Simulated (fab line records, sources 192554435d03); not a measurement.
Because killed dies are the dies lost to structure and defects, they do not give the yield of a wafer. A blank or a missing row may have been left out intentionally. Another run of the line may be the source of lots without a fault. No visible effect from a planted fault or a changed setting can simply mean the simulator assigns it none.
Code-filled problem report in 8D (eight disciplines) form -- flow n5 finfet -- the parts of the form that need people (team, actions taken, sign-off) are left out

1. THE PROBLEM
At N5_BEOL_M4_CD_MEAS_11, cd nm averages 15.25 nm over 6 wafers from 2 lots, while fault-free wafers read 16.77 nm, standard deviation 0.25. Relative to the usual mean, that is a shift of -6.1 standard deviations.
The step: target cd 16.79 nm.
First seen on wafer L169.1, day 11 15:09, on cd sem-03. The record holds 27 wafers of 9 lots with a number at this step. The rule behind "out" and "out of limits": a value lying over 4 standard deviations away from the usual mean. The rest of the wafers with a number are treated as sound.

2. WHAT IT IS, WHAT IT ISN'T
question,is,is not
which readings at this step,cd nm,-
which lots,"L169, L172","L153, L156, L158, L161, L162, L173, L176"
which wafers of those lots,all that have a number,-
read on which gauges,cd sem-03,"cd sem-01, cd sem-02"
when,from day 11 15:09,"up to then (15 sound wafers); but 6 sound wafers of L173, L176 came after"

3. THE SUSPECTS, EACH WITH WHAT RULES IT OUT
Counting: a tool stays on the suspect list if, at a process step up to the reading, it processed all lots that are out and no sound lot following the first of them.
- the gauge at N5_BEOL_M4_CD_MEAS_11 is ruled out. All the wafers that are out were read on cd sem-03, but those of them that N5_BEOL_M4_EXPOSE_08 has rows for are out there too, on other tools.
- pvd sputter-03 at N5_BEOL_M3_SPUTTER_94 (material Cu, target thk 4.5 nm, time 8.29 s): ruled out as a lasting fault. After its first lot that is out, L169 (day 11 13:13), sound lots L173, L176 ran on it.
- pvd sputter-03 at N5_BEOL_M3_ANNEAL_95 (time 240 s): ruled out as a lasting fault. After its first lot that is out, L169 (day 11 13:18), sound lots L173, L176 ran on it.
- euv scanner-02 at N5_BEOL_M4_EXPOSE_08 (exposes mask M4): kept. It processed each lot that is out, first L169 at day 11 15:01, and no sound lot thereafter; up to then, the last sound lot it processed was L162 at day 9 08:49. On those wafers its own readings are out: exposure dose mJ cm2.
Remaining after the count: euv scanner-02 at N5_BEOL_M4_EXPOSE_08.

4. THE CAUSE (what the simulator had put in)
Drift in process parameters on euv scanner-02 at N5_BEOL_M4_EXPOSE_08, starting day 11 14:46. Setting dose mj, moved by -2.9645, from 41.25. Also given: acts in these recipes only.
This tool alone remained once counting was done.

5. SEQUENCE OF EFFECTS, ordered by route
One row per reading whose mean, taken over the struck wafers that have a number, lies over 3 standard deviations from the usual. Only readings whose record carries a usual standard deviation are examined. hours: median over the lots of the time between each lot's start at the first step of this table that gives one and its start at this step. sigmas: the change, counted in usual standard deviations.
hours,step,reading,usual,on struck wafers,change,sigmas
0,N5_BEOL_M4_EXPOSE_08,exposure dose mJ cm2,41.19,38.52,-2.67,-68
0,N5_BEOL_M4_CD_MEAS_11,cd nm,16.77 nm,15.25,-1.52,-6.1
1,N5_BEOL_M4_CD_MEAS_18,cd nm,17.9 nm,16.5,-1.4,-3.9
124,N5_PASSIVATION_PROBE_49,defect limited yield,90.9 %,5.2,-85.7,-57
124,N5_PASSIVATION_PROBE_49,killed_at_M4_up,14,1026,+1012,+99 or more
124,N5_PASSIVATION_PROBE_49,killed dies,108,1119,+1011,+56
124,N5_PASSIVATION_PROBE_49,killed on rim,14,144,+130,+31
124,N5_PASSIVATION_PROBE_49,sort_bin_5_function,5.4 %,54.7,+49.3,+49
124,N5_PASSIVATION_PROBE_49,sort_bin_6_memory,3.4 %,9.4,+6.0,+8.4
124,N5_PASSIVATION_PROBE_49,sort n pass,1072,61,-1011,-56
124,N5_PASSIVATION_PROBE_49,sort yield pct,90.9 %,5.2,-85.7,-57
The process steps in it:
- N5_BEOL_M4_EXPOSE_08: exposes mask M4.
- N5_PASSIVATION_PROBE_49

6. WHAT WOULD HAVE CAUGHT IT SOONER
Counted from the fault's start at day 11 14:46, it took 0 hours until the first out-of-limits reading at a measuring or inspecting step in this record, taken at day 11 15:09.
The tool's own readings at N5_BEOL_M4_EXPOSE_08 were out on every struck wafer that the step has a row for (exposure dose mJ cm2): an alarm limit on them would have fired on the first of those.
Of the lots that are out (2), L172 began N5_BEOL_M4_EXPOSE_08 on euv scanner-02 after day 11 15:09. It would have been spared by a hold on the tool at that moment.
